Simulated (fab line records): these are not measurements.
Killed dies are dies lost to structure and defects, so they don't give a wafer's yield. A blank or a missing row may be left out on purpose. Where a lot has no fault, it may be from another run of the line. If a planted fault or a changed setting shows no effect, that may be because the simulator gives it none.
Matching of chambers ; flow nand_harc ; NHARC_A_STAIRCASE_DEP_417 on pecvd-01 has 3 sister chambers
The step deposits Si3N4, target thk 60 nm. 3 wafers are shown with their chamber, then 10 later ones without.

== WAFERS PAIRED WITH THEIR CHAMBERS ==
wafer;chamber;showerhead_vpp_V (V)
L089.2;1;1311
L090.2;2;1286
L090.3;0;1210

== WAFERS WHOSE CHAMBER IS MISSING ==
wafer;showerhead_vpp_V (V)
L090.6;1346
L093.1;1299
L093.3;1206
L093.5;1290
L094.3;1317
L094.4;1290
L094.5;1200
L095.1;1282
L095.4;1316
L095.5;1284

== WHICH CHAMBER EACH ONE RAN IN ==
wafer;from the rows above;in truth
L090.6;can't be placed: 1 or 2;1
L093.1;can't be placed: 1 or 2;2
L093.3;0;0
L093.5;can't be placed: 2 or 1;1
L094.3;can't be placed: 1 or 2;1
L094.4;can't be placed: 2 or 1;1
L094.5;0;0
L095.1;can't be placed: 2 or 1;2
L095.4;can't be placed: 1 or 2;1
L095.5;can't be placed: 2 or 1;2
Placed correctly: 2 of 10. Unplaceable from these rows: 8, with the true chamber sitting among the candidates in 8. Number placed wrongly: 0.
How it was worked out, from the rows above alone: a wafer's distance from a chamber is the root of the sum, over the readings, of the square of ((its reading less the chamber's mean) divided by the reading's scatter). The wafer belongs to the nearest chamber; if the next one is less than 2 further off, it can't be placed. The mean given for a chamber averages the wafers shown for that chamber. The scatter: with one shown wafer a chamber, the root of the mean of the squares of how far each hidden wafer lies from its nearest shown one.
